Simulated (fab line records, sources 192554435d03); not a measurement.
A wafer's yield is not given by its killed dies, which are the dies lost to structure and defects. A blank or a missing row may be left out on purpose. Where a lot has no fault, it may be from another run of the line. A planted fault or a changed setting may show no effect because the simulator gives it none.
fab line records + flow n5-finfet
record
- lots=11
- wafers=31
- last-day=17
route steps=1938 shown BEOL_M4@1079 PASSIVATION@1936
lots that met no fault: from a run of the same line without faults
start-h: hours from the record's first day to the start of the lot's first wafer shown + wait-h: hours from the lot's prior step to this one + " unchanged from the row above + L1.1+2: a single row standing in for several wafers + - value missing, or start not given + * or withheld: withheld + < > ~ a bound
route shown NAME@n: NAME is a module with steps in the file, n the number in the route of the first one + usual: mean and standard deviation over wafers with no fault + same: alike in all rows + chamber/n: place in a boat + sites: readings site by site + _std_site: how widely they spread, as a standard deviation + _edge_site: outer sites' mean less inner sites' + radius-mm: for every site, how far away it sits from the centre of the wafer + mask NAME#n: copy n + behind: the tool/chamber that last shaped the wafer + hold: the reason the lot was held/the length of the hold in hours/how it ended + device: names the non-switching transistor (n, p or np) + end of line: the same wafers' tests at the end of the route + a step given without rows: its recipe and nothing more + killed: the dies lost at the first sort to structure and to defects; this is not the yield of the wafer + map: dies across one wafer; x = killed, . = not, _ = none there
set.NAME: the setting the step ran with; set.NAME@STEP: the setting that earlier step ran with + model.NAME: the simulator's own value behind a step, which no gauge read
a sample of lots followed through the steps of the route, with each step as a table and each wafer as a row
services: a tool's chamber out of use, with start hour (start-h, from the record's first day; less than 0 if before it), hours out, and reason
## steps
# step N5_BEOL_M4_DEGAS_44
# recipe
- ambient=vacuum
- temp-c=250
- time-s=60
# usual
- heater-power-w=353/29
# same
- time-s=60
| lot.wafer | tool           | chamber | start-h | wait-h | heater-power-w |
|-----------|----------------|---------|---------|--------|----------------|
| L978.2    | pvd-sputter-02 | -       | 166.39  | 0.9    | 342            |
| L978.4    | "              | -       | "       | "      | 373            |
| L978.5    | "              | -       | "       | "      | 366            |
| L979.1    | pvd-sputter-02 | -       | 166.55  | 0.9    | 385            |
| L979.3    | "              | -       | "       | "      | 370            |
| L979.6    | "              | -       | "       | "      | 376            |
| L981.2    | pvd-sputter-02 | -       | 184.16  | 0.4    | 342            |
| L981.3    | "              | -       | "       | "      | 369            |
| L981.6    | "              | -       | "       | "      | 373            |
| L982.2    | pvd-sputter-02 | -       | 186.98  | 0.0    | 372            |
| L982.3    | "              | -       | "       | "      | 364            |
| L982.5    | "              | -       | "       | "      | 368            |
| L980.1    | pvd-sputter-03 | -       | 187.22  | 0.1    | 383            |
| L980.2    | "              | -       | "       | "      | 339            |
| L980.3    | "              | -       | "       | "      | 312            |
| L988.1    | pvd-sputter-03 | -       | 221.17  | 0.1    | 368            |
| L988.5    | "              | -       | "       | "      | 362            |
| L988.6    | "              | -       | "       | "      | 312            |
| L990.1    | pvd-sputter-01 | -       | 242.75  | 0.6    | 331            |
| L990.3    | "              | -       | "       | "      | 339            |
| L990.4    | "              | -       | "       | "      | 288            |
| L995.1    | pvd-sputter-02 | -       | 262.06  | 0.4    | 372            |
| L995.3    | "              | -       | "       | "      | 373            |
| L995.5    | "              | -       | "       | "      | 370            |
| L997.3    | pvd-sputter-03 | -       | 272.60  | 0.5    | 336            |
| L997.4    | "              | -       | "       | "      | 387            |
| L100.1    | pvd-sputter-01 | -       | 289.46  | 0.5    | 335            |
| L100.5    | "              | -       | "       | "      | 279            |
| L101.2    | pvd-sputter-02 | -       | 294.18  | 0.2    | 376            |
| L101.3    | "              | -       | "       | "      | 378            |
| L101.6    | "              | -       | "       | "      | 380            |
# step N5_BEOL_M4_SURFACE_TREAT_85
# recipe
- gas=Ar
- time-s=*
- ion-energy-ev=*
- ion-current-ma-cm2=0.5
- pressure-mtorr=*
- ar-flow-sccm=30
# usual
- throttle-valve-pct=*
# same
- time-s=*
| lot.wafer | tool           | chamber | start-h | wait-h | throttle-valve-pct |
|-----------|----------------|---------|---------|--------|--------------------|
| L978.2    | pvd-sputter-02 | -       | 166.77  | 0.2    | *                  |
| L978.4    | "              | -       | "       | "      | *                  |
| L978.5    | "              | -       | "       | "      | *                  |
| L979.1    | pvd-sputter-02 | -       | 166.99  | 0.2    | *                  |
| L979.3    | "              | -       | "       | "      | *                  |
| L979.6    | "              | -       | "       | "      | *                  |
| L981.2    | pvd-sputter-02 | -       | 184.56  | 0.2    | *                  |
| L981.3    | "              | -       | "       | "      | *                  |
| L981.6    | "              | -       | "       | "      | *                  |
| L982.2    | pvd-sputter-03 | -       | 187.41  | 0.2    | *                  |
| L982.3    | "              | -       | "       | "      | *                  |
| L982.5    | "              | -       | "       | "      | *                  |
| L980.1    | pvd-sputter-03 | -       | 187.61  | 0.2    | *                  |
| L980.2    | "              | -       | "       | "      | *                  |
| L980.3    | "              | -       | "       | "      | *                  |
| L988.1    | pvd-sputter-02 | -       | 221.59  | 0.2    | *                  |
| L988.5    | "              | -       | "       | "      | *                  |
| L988.6    | "              | -       | "       | "      | *                  |
| L990.1    | pvd-sputter-03 | -       | 243.23  | 0.2    | *                  |
| L990.3    | "              | -       | "       | "      | *                  |
| L990.4    | "              | -       | "       | "      | *                  |
| L995.1    | pvd-sputter-02 | -       | 262.48  | 0.2    | *                  |
| L995.3    | "              | -       | "       | "      | *                  |
| L995.5    | "              | -       | "       | "      | *                  |
| L997.3    | pvd-sputter-02 | -       | 273.06  | 0.3    | *                  |
| L997.4    | "              | -       | "       | "      | *                  |
| L100.1    | pvd-sputter-01 | -       | 290.01  | 0.2    | *                  |
| L100.5    | "              | -       | "       | "      | *                  |
| L101.2    | pvd-sputter-01 | -       | 294.63  | 0.3    | *                  |
| L101.3    | "              | -       | "       | "      | *                  |
| L101.6    | "              | -       | "       | "      | *                  |
# step N5_BEOL_M4_CVD_47
# recipe
- material=Co
- target-thk-a=30
- temp-c=withheld
- precursor=CCTBA/H2
- pressure-torr=30
- time-s=223.8
# usual
- run-length-s=246.8/0.63
| lot.wafer | tool      | chamber | start-h | wait-h | run-length-s |
|-----------|-----------|---------|---------|--------|--------------|
| L978.2    | cvd-co-01 | 2       | 166.87  | 0.1    | 246.8        |
| L978.4    | "         | 1       | "       | "      | 246.2        |
| L978.5    | "         | 2       | "       | "      | 246.7        |
| L979.1    | cvd-co-01 | 1       | 167.11  | 0.1    | 245.8        |
| L979.3    | "         | 2       | "       | "      | 247.1        |
| L979.6    | "         | 1       | "       | "      | 245.4        |
| L981.2    | cvd-co-02 | 1       | 184.62  | 0.0    | 246.5        |
| L981.3    | "         | 0       | "       | "      | 246.2        |
| L981.6    | "         | 1       | "       | "      | 246.6        |
| L982.2    | cvd-co-02 | 0       | 187.47  | 0.0    | 246.5        |
| L982.3    | "         | 1       | "       | "      | 246.5        |
| L982.5    | "         | 2       | "       | "      | 247.8        |
| L980.1    | cvd-co-02 | 2       | 187.73  | 0.1    | 246.9        |
| L980.2    | "         | 0       | "       | "      | 246.4        |
| L980.3    | "         | 1       | "       | "      | 246.4        |
| L988.1    | cvd-co-01 | 1       | 221.88  | 0.3    | 435.9        |
| L988.5    | "         | 2       | "       | "      | 247.3        |
| L988.6    | "         | 1       | "       | "      | 246.2        |
| L990.1    | cvd-co-01 | 0       | 243.52  | 0.3    | 437.0        |
| L990.3    | "         | 2       | "       | "      | 246.9        |
| L990.4    | "         | 2       | "       | "      | 436.9        |
| L995.1    | cvd-co-02 | 1       | 262.55  | 0.1    | 246.3        |
| L995.3    | "         | 0       | "       | "      | 246.2        |
| L995.5    | "         | 0       | "       | "      | 246.5        |
| L997.3    | cvd-co-02 | 1       | 273.17  | 0.1    | 246.4        |
| L997.4    | "         | 0       | "       | "      | 246.2        |
| L100.1    | cvd-co-02 | 1       | 290.12  | 0.1    | 247.2        |
| L100.5    | "         | 1       | "       | "      | 246.5        |
| L101.2    | cvd-co-02 | 0       | 294.77  | 0.1    | 246.1        |
| L101.3    | "         | 2       | "       | "      | 247.1        |
| L101.6    | "         | 0       | "       | "      | 246.2        |
# step N5_BEOL_M4_SPUTTER_79
# recipe
- material=Cu
- target-thk-a=45
- temp-c=-20
- chamber-pressure-pa=0.07
- power-w=withheld
- time-s=8.29
# usual
- throttle-valve-pct=29.8/1.3
# same
- time-s=8.29
| lot.wafer | tool           | chamber | start-h | wait-h | throttle-valve-pct |
|-----------|----------------|---------|---------|--------|--------------------|
| L978.2    | pvd-sputter-02 | -       | 167.25  | 0.1    | 30.1               |
| L978.4    | "              | -       | "       | "      | 31.4               |
| L978.5    | "              | -       | "       | "      | 32.1               |
| L979.1    | pvd-sputter-01 | -       | 167.61  | 0.1    | 29.7               |
| L979.3    | "              | -       | "       | "      | 28.2               |
| L979.6    | "              | -       | "       | "      | 30.8               |
| L981.2    | pvd-sputter-01 | -       | 185.16  | 0.1    | 30.1               |
| L981.3    | "              | -       | "       | "      | 31.0               |
| L981.6    | "              | -       | "       | "      | 29.8               |
| L982.2    | pvd-sputter-03 | -       | 187.87  | 0.1    | 31.8               |
| L982.3    | "              | -       | "       | "      | 29.5               |
| L982.5    | "              | -       | "       | "      | 31.8               |
| L980.1    | pvd-sputter-01 | -       | 188.19  | 0.1    | 28.3               |
| L980.2    | "              | -       | "       | "      | 30.2               |
| L980.3    | "              | -       | "       | "      | 28.4               |
| L988.1    | pvd-sputter-03 | -       | 223.57  | 0.1    | 29.1               |
| L988.5    | "              | -       | "       | "      | 31.6               |
| L988.6    | "              | -       | "       | "      | 29.6               |
| L990.1    | pvd-sputter-01 | -       | 245.05  | 0.1    | 28.7               |
| L990.3    | "              | -       | "       | "      | 28.4               |
| L990.4    | "              | -       | "       | "      | 29.9               |
| L995.1    | pvd-sputter-01 | -       | 263.00  | 0.1    | 30.7               |
| L995.3    | "              | -       | "       | "      | 30.0               |
| L995.5    | "              | -       | "       | "      | 30.9               |
| L997.3    | pvd-sputter-03 | -       | 273.58  | 0.1    | 31.6               |
| L997.4    | "              | -       | "       | "      | 31.8               |
| L100.1    | pvd-sputter-03 | -       | 292.18  | 0.1    | 29.9               |
| L100.5    | "              | -       | "       | "      | 29.7               |
| L101.2    | pvd-sputter-02 | -       | 295.18  | 0.1    | 31.6               |
| L101.3    | "              | -       | "       | "      | 30.5               |
| L101.6    | "              | -       | "       | "      | 30.2               |
# step N5_BEOL_M4_RC_MEAS_101
# usual
- DIBL_N=37.1/1.9
- DIBL_P=37.2/2.3
- IOFF_N=0.18/0.04
- IOFF_P=0.23/0.044
- ION_N=682/11
- ION_P=468/8.6
- SS_N=71.9/0.68
- SS_P=73.5/0.74
- VT_N=248/3.4
- VT_P=-248/3.4
| lot.wafer | tool      | chamber | start-h | wait-h | DIBL_N[mV/V] | DIBL_P[mV/V] | IOFF_N[nA/um] | IOFF_P[nA/um] | ION_N[uA/um] | ION_P[uA/um] | SS_N[mV/dec] | SS_P[mV/dec] | VT_N[mV] | VT_P[mV] |
|-----------|-----------|---------|---------|--------|--------------|--------------|---------------|---------------|--------------|--------------|--------------|--------------|----------|----------|
| L978.2    | prober-01 | 0       | 170.05  | 0.2    | 38.1         | 37.9         | 0.19          | 0.25          | 676          | 471          | 71.6         | 73.4         | 248      | -247     |
| L978.4    | "         | 0       | "       | "      | 35.5         | 34.4         | 0.13          | 0.20          | 668          | 460          | 71.4         | 72.3         | 254      | -250     |
| L978.5    | "         | 0       | "       | "      | 38.4         | 37.7         | 0.19          | 0.25          | 679          | 465          | 72.1         | 73.3         | 250      | -248     |
| L979.1    | prober-02 | 0       | 170.25  | 0.0    | 39.1         | 38.0         | 0.19          | 0.24          | 673          | 463          | 72.1         | 74.4         | 250      | -250     |
| L979.3    | "         | 0       | "       | "      | 36.4         | 34.9         | 0.14          | 0.20          | 675          | 468          | 71.3         | 73.4         | 251      | -251     |
| L979.6    | "         | 0       | "       | "      | 38.4         | 36.1         | 0.16          | 0.22          | 668          | 461          | 72.4         | 73.8         | 248      | -249     |
| L981.2    | prober-02 | 0       | 187.97  | 0.2    | 38.1         | 37.6         | 0.21          | 0.31          | 687          | 479          | 72.3         | 74.1         | 246      | -240     |
| L981.3    | "         | 0       | "       | "      | 35.6         | 34.7         | 0.15          | 0.24          | 673          | 473          | 71.4         | 73.8         | 248      | -245     |
| L981.6    | "         | 0       | "       | "      | 35.8         | 34.2         | 0.16          | 0.24          | 680          | 473          | 70.9         | 73.1         | 247      | -246     |
| L982.2    | prober-01 | 0       | 190.67  | 0.2    | 36.9         | 36.5         | 0.16          | 0.24          | 675          | 468          | 72.0         | 73.9         | 249      | -244     |
| L982.3    | "         | 0       | "       | "      | 37.0         | 37.8         | 0.17          | 0.28          | 681          | 473          | 72.5         | 74.3         | 250      | -245     |
| L982.5    | "         | 0       | "       | "      | 34.1         | 34.2         | 0.12          | 0.20          | 673          | 469          | 70.9         | 72.2         | 253      | -248     |
| L980.1    | prober-02 | 0       | 191.06  | 0.2    | 33.6         | 34.6         | 0.13          | 0.19          | 662          | 461          | 71.1         | 73.4         | 254      | -249     |
| L980.2    | "         | 0       | "       | "      | 35.1         | 36.4         | 0.16          | 0.22          | 683          | 468          | 71.5         | 74.3         | 251      | -245     |
| L980.3    | "         | 0       | "       | "      | 34.7         | 36.5         | 0.15          | 0.22          | 676          | 475          | 71.6         | 73.2         | 252      | -249     |
| L988.1    | prober-01 | 0       | 226.21  | 0.0    | 36.6         | 38.5         | 0.17          | 0.20          | 685          | 461          | 71.6         | 74.0         | 249      | -254     |
| L988.5    | "         | 0       | "       | "      | 34.3         | 37.1         | 0.14          | 0.18          | 676          | 461          | 70.7         | 73.0         | 254      | -251     |
| L988.6    | "         | 0       | "       | "      | 34.6         | 35.9         | 0.14          | 0.17          | 675          | 456          | 71.0         | 72.0         | 251      | -255     |
| L990.1    | prober-01 | 0       | 247.69  | 0.0    | 39.4         | 41.0         | 0.24          | 0.35          | 692          | 477          | 72.1         | 74.1         | 243      | -243     |
| L990.3    | "         | 0       | "       | "      | 37.2         | 37.9         | 0.19          | 0.27          | 693          | 473          | 71.9         | 74.3         | 245      | -247     |
| L990.4    | "         | 0       | "       | "      | 39.0         | 41.0         | 0.24          | 0.34          | 710          | 485          | 73.3         | 74.0         | 242      | -242     |
| L995.1    | prober-02 | 0       | 265.64  | 0.0    | 38.1         | 37.8         | 0.16          | 0.21          | 685          | 469          | 71.9         | 73.6         | 250      | -252     |
| L995.3    | "         | 0       | "       | "      | 37.3         | 37.4         | 0.18          | 0.22          | 687          | 471          | 72.5         | 73.9         | 247      | -251     |
| L995.5    | "         | 0       | "       | "      | 37.4         | 37.3         | 0.16          | 0.21          | 676          | 470          | 72.7         | 72.8         | 251      | -251     |
| L997.3    | prober-01 | 0       | 276.53  | 0.3    | 36.9         | 35.7         | 0.17          | 0.18          | 666          | 444          | 73.2         | 73.4         | 250      | -256     |
| L997.4    | "         | 0       | "       | "      | 37.8         | 35.7         | 0.19          | 0.19          | 670          | 452          | 73.0         | 73.2         | 251      | -253     |
| L100.1    | prober-01 | 0       | 294.81  | 0.0    | 36.3         | 37.3         | 0.19          | 0.26          | 689          | 471          | 72.2         | 73.4         | 246      | -245     |
| L100.5    | "         | 0       | "       | "      | 32.8         | 33.6         | 0.13          | 0.20          | 652          | 457          | 71.2         | 71.7         | 253      | -250     |
| L101.2    | prober-02 | 0       | 297.97  | 0.2    | 36.4         | 36.7         | 0.17          | 0.21          | 672          | 459          | 71.2         | 73.0         | 248      | -252     |
| L101.3    | "         | 0       | "       | "      | 36.8         | 36.7         | 0.17          | 0.22          | 671          | 454          | 72.2         | 73.5         | 248      | -250     |
| L101.6    | "         | 0       | "       | "      | 37.0         | 37.2         | 0.18          | 0.23          | 675          | 460          | 71.9         | 73.8         | 247      | -250     |
# step N5_PASSIVATION_PROBE_49
# usual
- defect-limited-yield=91.5/1.4
- killed_at_M0_to_M3=32/9.7
- killed_at_M4_up=14/5.3
- killed-at-contacts=11/6
- killed-at-front-end=39/14
- killed-at-other=3.3/2.7
- killed-dies=100/17
- killed-open=66/13
- killed-short=32/7.4
- sort_bin_5_function=4.9/0.9
- sort_bin_6_memory=3.2/0.72
- sort_bin_8_speed=0.00/0.0071
- sort-n-pass=1080/17
- sort-yield-pct=91.5/1.4
# same
- gross-dies=1180
- killed-at-back-side=0
- sort_bin_4_leakage[%]=0
| lot.wafer | tool      | chamber | start-h | wait-h | defect-limited-yield[%] | killed_at_M0_to_M3 | killed_at_M4_up | killed-at-contacts | killed-at-front-end | killed-at-other | killed-dies | killed-open | killed-short | sort_bin_5_function[%] | sort_bin_6_memory[%] | sort_bin_8_speed[%] | sort-n-pass | sort-yield-pct[%] |
|-----------|-----------|---------|---------|--------|-------------------------|--------------------|-----------------|--------------------|---------------------|-----------------|-------------|-------------|--------------|------------------------|----------------------|---------------------|-------------|-------------------|
| L988.1    | prober-01 | -       | 328.69  | 0.0    | 89.5                    | 37                 | 12              | 12                 | 62                  | 1               | 124         | 81          | 40           | 5.9                    | 4.1                  | 0                   | 1056        | 89.5              |
| L988.5    | prober-01 | -       | 328.89  | 0.2    | 90.4                    | 25                 | 11              | 22                 | 51                  | 4               | 113         | 73          | 39           | 5.8                    | 3.6                  | 0                   | 1067        | 90.4              |
| L988.6    | prober-01 | -       | 328.94  | 0.3    | 89.4                    | 34                 | 11              | 17                 | 54                  | 9               | 125         | 88          | 36           | 6.4                    | 3.8                  | 0                   | 1055        | 89.4              |
# killed by level:class
L988.1 FIN_SAQP:geometric-particle:open=14 STI_FIN_REVEAL:geometric-particle:open=13 MOL_CONTACT_COAG:geometric-particle:open=12 FIN_SAQP:geometric-particle:short=11 BEOL_M0_SAQP:geometric-particle:open=10 BEOL_M0_SAQP:geometric-particle:short=10 DUMMY_GATE:geometric-particle:open=7 BEOL_M2:geometric-particle:open=7
L988.5 FIN_SAQP:geometric-particle:short=16 STI_FIN_REVEAL:geometric-particle:open=15 MOL_CONTACT_COAG:geometric-particle:open=15 BEOL_M0_SAQP:geometric-particle:open=9 BEOL_M4:geometric-particle:open=8 FIN_SAQP:geometric-particle:open=7 MOL_CONTACT_COAG:geometric-particle:short=7 BEOL_M0_SAQP:geometric-particle:short=6
L988.6 STI_FIN_REVEAL:geometric-particle:open=20 MOL_CONTACT_COAG:geometric-particle:open=16 FIN_SAQP:geometric-particle:open=9 BEOL_M0_SAQP:geometric-particle:short=9 STI_FIN_REVEAL:geometric-particle:short=8 BEOL_M2:geometric-particle:open=7 BEOL_M0_SAQP:geometric-particle:open=7 BEOL_M4:geometric-particle:open=7
## services
| tool      | chamber | start-h | hours | kind |
|-----------|---------|---------|-------|------|
| cvd-co-01 | -       | 267.98  | 6.0   | pm   |
## key
first-sign
- step=N5_BEOL_M4_CVD_47
- reading=run-length-s
- direction=up
- sigmas=99+
- usual=*
- struck=*
effect none on later readings
met-at N5_BEOL_M4_CVD_47
struck-lots L988,L990
struck-wafers L988.1,L990.1,L990.4
not-acting-at N5_BEOL_M4_DEGAS_44,N5_BEOL_M4_SURFACE_TREAT_85,N5_BEOL_M4_SPUTTER_79
onset-between 167.11 221.88
fault
- kind=process-parameter-drift
- tool=cvd-co-01
- chamber=-
- onset-h=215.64
- steps=N5_BEOL_M4_CVD_47
- channel=time-s
- offset=*
- shape=step
- end-h=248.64
- scope=struck-wafers-only
- acts-in=*
- stated=*
